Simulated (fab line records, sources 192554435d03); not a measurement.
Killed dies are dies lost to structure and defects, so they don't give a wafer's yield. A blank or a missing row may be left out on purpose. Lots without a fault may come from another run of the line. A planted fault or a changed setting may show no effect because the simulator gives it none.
Chamber matching | flow n5_finfet | N5_FIN_SAQP_MANDREL1_REMOVE_56 on rie_si-01: 4 sister chambers
The step chemistry HBr/Cl2/O2, target a-Si, stops on SiNx, bt time 10 s. 20 wafers are shown with their chamber, then 10 later ones without.

WAFERS WITH THEIR CHAMBER
wafer  | chamber | throttle_valve_pct (%) | drypump_motor_current_A (A) | oes_product_au (a.u.)
L074.2 | 0       | 36.32                  | 5.5                         | 0.982
L074.3 | 1       | 36.34                  | 6.6                         | 1.014
L074.6 | 2       | 36.53                  | 5.5                         | 0.993
L075.3 | 3       | 36.88                  | 5.5                         | 0.988
L075.4 | 1       | 36.34                  | 6.6                         | 1.023
L075.5 | 0       | 36.34                  | 5.5                         | 0.987
L078.2 | 1       | 36.35                  | 6.6                         | 1.018
L078.5 | 1       | 36.33                  | 6.6                         | 1.021
L078.6 | 0       | 36.34                  | 5.5                         | 0.972
L079.2 | 2       | 36.52                  | 5.5                         | 0.993
L079.3 | 0       | 36.33                  | 5.5                         | 0.981
L079.4 | 3       | 36.90                  | 5.6                         | 0.999
L082.1 | 3       | 36.90                  | 5.5                         | 1.000
L082.2 | 2       | 36.54                  | 5.5                         | 0.987
L082.4 | 0       | 36.33                  | 5.5                         | 0.986
L085.3 | 2       | 36.54                  | 5.5                         | 0.991
L085.5 | 1       | 36.34                  | 6.7                         | 1.013
L085.6 | 0       | 36.32                  | 5.5                         | 0.981
L088.1 | 0       | 36.32                  | 5.5                         | 0.985
L088.2 | 3       | 36.89                  | 5.6                         | 0.998

SIGNATURES (means of the wafers above)
reading                 | chamber 0 | chamber 1 | chamber 2 | chamber 3 | scatter within a chamber
throttle_valve_pct      | 36.3286   | 36.3400   | 36.5325   | 36.8925   | 0.00879
drypump_motor_current_A | 5.500     | 6.620     | 5.500     | 5.550     | 0.0335
oes_product_au          | 0.98200   | 1.01780   | 0.99100   | 0.99625   | 0.00463
Rule: a wafer's distance from a chamber is the root of the sum, over the readings, of the square of ((its reading less the chamber's mean) divided by the reading's scatter). The wafer belongs to the nearest chamber; if the next one is less than 2 further off, it can't be placed. The scatter: the root of (the sum of the squares of (reading less its chamber's mean) over the shown wafers, divided by (wafers less chambers)).

WAFERS WITHOUT THEIR CHAMBER
wafer  | throttle_valve_pct (%) | drypump_motor_current_A (A) | oes_product_au (a.u.)
L088.4 | 36.54                  | 5.5                         | 0.995
L091.1 | 36.54                  | 5.5                         | 0.993
L091.2 | 36.31                  | 5.5                         | 0.980
L091.4 | 36.90                  | 5.6                         | 0.998
L096.1 | 36.54                  | 5.5                         | 0.998
L096.2 | 36.33                  | 5.5                         | 0.985
L096.4 | 36.33                  | 6.6                         | 1.023
L097.1 | 36.90                  | 5.6                         | 1.007
L097.4 | 36.53                  | 5.5                         | 0.990
L097.6 | 36.89                  | 5.6                         | 0.996

WHICH CHAMBER EACH WENT THROUGH
wafer  | from the rows above | in truth
L088.4 | 2                   | 2
L091.1 | 2                   | 2
L091.2 | 0                   | 0
L091.4 | 3                   | 3
L096.1 | 2                   | 2
L096.2 | 0                   | 0
L096.4 | 1                   | 1
L097.1 | 3                   | 3
L097.4 | 2                   | 2
L097.6 | 3                   | 3
Placed correctly: 10 of 10. Can't be placed from these rows: 0. Placed wrongly: 0.
